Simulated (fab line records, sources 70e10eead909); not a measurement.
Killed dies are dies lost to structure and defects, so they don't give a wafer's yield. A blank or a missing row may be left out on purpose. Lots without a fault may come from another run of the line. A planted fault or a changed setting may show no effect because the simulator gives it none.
Which tool did it? | flow nand_harc | 12 lots, 36 wafers sampled, at 4 steps of a route of 1159

WHAT THE GAUGES READ, wafer by wafer
The record holds no reading of a measuring or inspecting step that can be judged against a usual standard deviation.

WHICH TOOL RAN EACH LOT (tool, then ch and the chambers of the sampled wafers, then the start)
lot  | NHARC_A_STAIRCASE_ETCH_232                    | NHARC_A_STAIRCASE_STRIP_295                   | NHARC_A_STAIRCASE_DEP_301       | NHARC_A_STAIRCASE_ETCH_453
L846 | rie_diel-04 ch 0,1, day 11 18:07 or earlier   | rie_diel-12 ch 1,3, day 11 18:07 or earlier   | pecvd-01 ch 0,1, day 11 18:07   | rie_diel-12 ch 1,2,3, no start
L848 | rie_diel-04 ch 1,3, day 12 02:47 or earlier   | rie_diel-11 ch 0,3, day 12 02:47 or earlier   | pecvd-01 ch 1,2, day 12 02:47   | rie_diel-12 ch 0,1, no start
L847 | rie_diel-04 ch 2,3, day 12 03:25 or earlier   | rie_diel-12 ch 1,2,3, day 12 03:25 or earlier | pecvd-03 ch 0,1, day 12 03:25   | rie_diel-04 ch 0,1,3, no start
L850 | rie_diel-12 ch 0,1,3, day 12 14:40 or earlier | rie_diel-12 ch 0,3, day 12 14:40 or earlier   | pecvd-04 ch 0,2, day 12 14:40   | rie_diel-11 ch 1,2, no start
L849 | rie_diel-04 ch 1,2,3, day 12 15:30 or earlier | rie_diel-11 ch 0,1,2, day 12 15:30 or earlier | pecvd-01 ch 0,1,2, day 12 15:30 | rie_diel-12 ch 2,3, no start
L853 | rie_diel-04 ch 0,2,3, day 13 13:07 or earlier | rie_diel-11 ch 0,1, day 13 13:07 or earlier   | pecvd-04 ch 0,1,2, day 13 13:07 | rie_diel-11 ch 2,3, no start
L852 | rie_diel-11 ch 2,3, day 13 13:11 or earlier   | rie_diel-12 ch 0,3, day 13 13:11 or earlier   | pecvd-04 ch 0,2, day 13 13:11   | rie_diel-04 ch 0,3, no start
L854 | rie_diel-12 ch 1,3, day 14 02:39 or earlier   | rie_diel-04 ch 0,2,3, day 14 02:39 or earlier | pecvd-04 ch 0,1, day 14 02:39   | rie_diel-04 ch 0,2,3, no start
L866 | rie_diel-12 ch 0,1, day 16 12:20 or earlier   | rie_diel-12 ch 2,3, day 16 12:20 or earlier   | pecvd-01 ch 0,1,2, day 16 12:20 | rie_diel-04 ch 0,1,2, no start
L864 | rie_diel-11 ch 0,3, day 16 16:28 or earlier   | rie_diel-12 ch 0,3, day 16 16:28 or earlier   | pecvd-03 ch 0,1,2, day 16 16:28 | rie_diel-11 ch 0,1,2, no start
L868 | rie_diel-04 ch 0,1,3, day 17 07:44 or earlier | rie_diel-11 ch 0,2,3, day 17 07:44 or earlier | pecvd-03 ch 1,2, day 17 07:44   | rie_diel-12 ch 0,1,3, no start
L869 | rie_diel-11 ch 2,3, day 17 11:58 or earlier   | rie_diel-12 ch 1,2, day 17 11:58 or earlier   | pecvd-01 ch 0,1,2, day 17 11:58 | rie_diel-04 ch 0,2,3, no start
- NHARC_A_STAIRCASE_ETCH_232: etches the open film in C4F8/O2, target depth 100 nm, time 40.5 s.
- NHARC_A_STAIRCASE_STRIP_295: strips in O2.
- NHARC_A_STAIRCASE_DEP_301: deposits SiON, target thk 30 nm.
- NHARC_A_STAIRCASE_ETCH_453: etches the open film in CF4/O2, target depth 30 nm, overetch 3 nm, time 16.5 s.

WHAT THE TOOLS THEMSELVES READ (means of the sampled wafers that have a number; where no wafer has one, the mark that the record gives instead)
NHARC_A_STAIRCASE_ETCH_232. Usual: bias_w 1000 W, standard deviation 3.1; oes_product_au 0.945 a.u., standard deviation 0.01; rf_vpp_V 895 V, standard deviation 5.4.
lot  | tool        | bias_w (W) | oes_product_au (a.u.) | rf_vpp_V (V) | flag
L846 | rie_diel-04 | 1002       | 0.942                 | 891          |
L848 | rie_diel-04 | 1000       | 0.933                 | 895          |
L847 | rie_diel-04 | 1002       | 0.940                 | 898          |
L850 | rie_diel-12 | 1000       | 0.963                 | 896          |
L849 | rie_diel-04 | 999        | 0.935                 | 895          |
L853 | rie_diel-04 | 1000       | 0.953                 | 895          |
L852 | rie_diel-11 | 997        | 0.950                 | 902          |
L854 | rie_diel-12 | 1001       | 0.942                 | 897          |
L866 | rie_diel-12 | 997        | 0.927                 | 893          |
L864 | rie_diel-11 | 997        | 0.955                 | 898          |
L868 | rie_diel-04 | 1000       | 0.937                 | 893          |
L869 | rie_diel-11 | 997        | 0.950                 | 904          |

NHARC_A_STAIRCASE_STRIP_295. Usual: drypump_motor_current_A 5.6 A, standard deviation 0.47; oes_product_au 1.000 a.u., standard deviation 0.0076; rf_vpp_V 57.8 V, standard deviation 0.84; showerhead_plenum_p_Torr 3.51 Torr, standard deviation 0.14; throttle_valve_pct 17.036 %, standard deviation 0.0083.
lot  | tool        | drypump_motor_current_A (A) | oes_product_au (a.u.) | rf_vpp_V (V) | showerhead_plenum_p_Torr (Torr) | throttle_valve_pct (%) | flag
L846 | rie_diel-12 | 5.6                         | 0.989                 | 57.6         | 3.56                            | 17.033                 |
L848 | rie_diel-11 | 5.6                         | 1.005                 | 58.8         | 3.60                            | 17.039                 |
L847 | rie_diel-12 | 5.6                         | 0.996                 | 59.3         | 3.52                            | 17.033                 |
L850 | rie_diel-12 | 5.9                         | 1.009                 | 58.0         | 3.57                            | 17.034                 |
L849 | rie_diel-11 | 5.4                         | 1.000                 | 57.7         | 3.45                            | 17.041                 |
L853 | rie_diel-11 | 5.5                         | 1.010                 | 57.2         | 3.32                            | 17.036                 |
L852 | rie_diel-12 | 5.9                         | 0.991                 | 58.0         | 3.61                            | 17.028                 |
L854 | rie_diel-04 | 5.3                         | 0.997                 | 58.9         | 3.47                            | 17.034                 |
L866 | rie_diel-12 | 5.8                         | 1.002                 | 57.8         | 3.55                            | 17.044                 |
L864 | rie_diel-12 | 5.9                         | 0.999                 | 57.9         | 3.55                            | 17.042                 |
L868 | rie_diel-11 | 5.3                         | 1.001                 | 59.2         | 3.74                            | 17.035                 |
L869 | rie_diel-12 | 5.5                         | 1.004                 | 58.2         | 3.45                            | 17.037                 |

NHARC_A_STAIRCASE_DEP_301. Usual: chamber_pressure_Torr 3.501 Torr, standard deviation 0.0069; heater_power_w 776 W, standard deviation 94; rf_fwd_power_W 348.5 W, standard deviation 1.1; showerhead_vpp_V 1165 V, standard deviation 60.
lot  | tool     | chamber_pressure_Torr (Torr) | heater_power_w (W) | rf_fwd_power_W (W) | showerhead_vpp_V (V) | flag
L846 | pecvd-01 | 3.499                        | 695                | 346.9              | 1173                 |
L848 | pecvd-01 | 3.498                        | 760                | 349.4              | 1150                 |
L847 | pecvd-03 | 3.494                        | 732                | 348.2              | 1118                 |
L850 | pecvd-04 | 3.493                        | 789                | 349.4              | 1114                 |
L849 | pecvd-01 | 3.498                        | 727                | 347.8              | 1162                 |
L853 | pecvd-04 | 3.504                        | 774                | 488.8              | 1344                 | OFF
L852 | pecvd-04 | 3.504                        | 741                | 488.0              | 1311                 | OFF
L854 | pecvd-04 | 3.500                        | 767                | 489.1              | 1358                 | OFF
L866 | pecvd-01 | 3.505                        | 740                | 348.2              | 1164                 |
L864 | pecvd-03 | 3.504                        | 788                | 348.4              | 1189                 |
L868 | pecvd-03 | 3.504                        | 865                | 349.1              | 1255                 |
L869 | pecvd-01 | 3.501                        | 761                | 348.6              | 1164                 |

NHARC_A_STAIRCASE_ETCH_453. Usual: bias_w 100.00 W, standard deviation 0.3; drypump_motor_current_A 5.6 A, standard deviation 0.5; oes_product_au 1.002 a.u., standard deviation 0.0071; rf_vpp_V 197.7 V, standard deviation 1.5; showerhead_plenum_p_Torr 1.33 Torr, standard deviation 0.061; throttle_valve_pct 13.397 %, standard deviation 0.0094.
lot  | tool        | bias_w (W) | drypump_motor_current_A (A) | oes_product_au (a.u.) | rf_vpp_V (V) | showerhead_plenum_p_Torr (Torr) | throttle_valve_pct (%) | flag
L846 | rie_diel-12 | 100.30     | 5.5                         | 0.994                 | 197.6        | 1.33                            | 13.398                 |
L848 | rie_diel-12 | 100.03     | 5.2                         | 1.000                 | 196.4        | 1.29                            | 13.400                 |
L847 | rie_diel-04 | 100.05     | 5.5                         | 0.999                 | 196.6        | 1.31                            | 13.389                 |
L850 | rie_diel-11 | 100.04     | 5.9                         | 1.004                 | 198.2        | 1.31                            | 13.403                 |
L849 | rie_diel-12 | 100.00     | 5.9                         | 0.990                 | 199.2        | 1.37                            | 13.401                 |
L853 | rie_diel-11 | 100.06     | 5.6                         | 1.002                 | 198.4        | 1.41                            | 13.395                 |
L852 | rie_diel-04 | 99.95      | 5.2                         | 0.998                 | 197.9        | 1.34                            | 13.398                 |
L854 | rie_diel-04 | 100.01     | 5.3                         | 1.002                 | 197.5        | 1.31                            | 13.395                 |
L866 | rie_diel-04 | 100.01     | 5.6                         | 1.003                 | 196.7        | 1.28                            | 13.400                 |
L864 | rie_diel-11 | 99.81      | 5.4                         | 1.001                 | 198.5        | 1.37                            | 13.392                 |
L868 | rie_diel-12 | 100.14     | 5.6                         | 0.997                 | 197.8        | 1.32                            | 13.388                 |
L869 | rie_diel-04 | 100.15     | 5.3                         | 0.997                 | 197.2        | 1.31                            | 13.397                 |

THE ANSWER, worked out from the rows above alone
Rule: a lot is off if the mean of its wafers that have a number lies more than 3 standard deviations from the usual mean. A lot without any number at a reading at which 4 lots or more have one is off too. The other lots that the step has rows for count as sound. The gauges are gone through in route order, then the tools' own readings, and for those a lot's mean is taken as printed above. The first step at which some lot is off is used, and at that step the reading that is off furthest; a lot without a number counts as furthest.
Off: L853, L852, L854, at NHARC_A_STAIRCASE_DEP_301 (rf_fwd_power_W).
A tool fits if, at that step or a process step before it, it ran every lot that is off, and no sound lot after the first of them. NHARC_A_STAIRCASE_ETCH_232 gives no start for some lots, so the hours and the order of its lots are those of NHARC_A_STAIRCASE_DEP_301. NHARC_A_STAIRCASE_STRIP_295 gives no start for some lots, so the hours and the order of its lots are those of NHARC_A_STAIRCASE_DEP_301. One fits: pecvd-04 at NHARC_A_STAIRCASE_DEP_301. Its last sound lot is L850 (day 12 14:40), its first lot that is off L853 (day 13 13:07): a fault that began between those two fits.
The tool's own readings at NHARC_A_STAIRCASE_DEP_301 bear it out: on the lots that are off they differ by more than 5 times the standard deviation of the sound lots' means. rf_fwd_power_W reads 488.6 W there against 348.4 W on the sound lots.

WHAT THE SIMULATOR HAD PUT IN
Process parameter drift: pecvd-04, from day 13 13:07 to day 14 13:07, at NHARC_A_STAIRCASE_DEP_301. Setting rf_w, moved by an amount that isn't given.
Lots struck among those shown: L853, L852, L854. The rule above found the same.
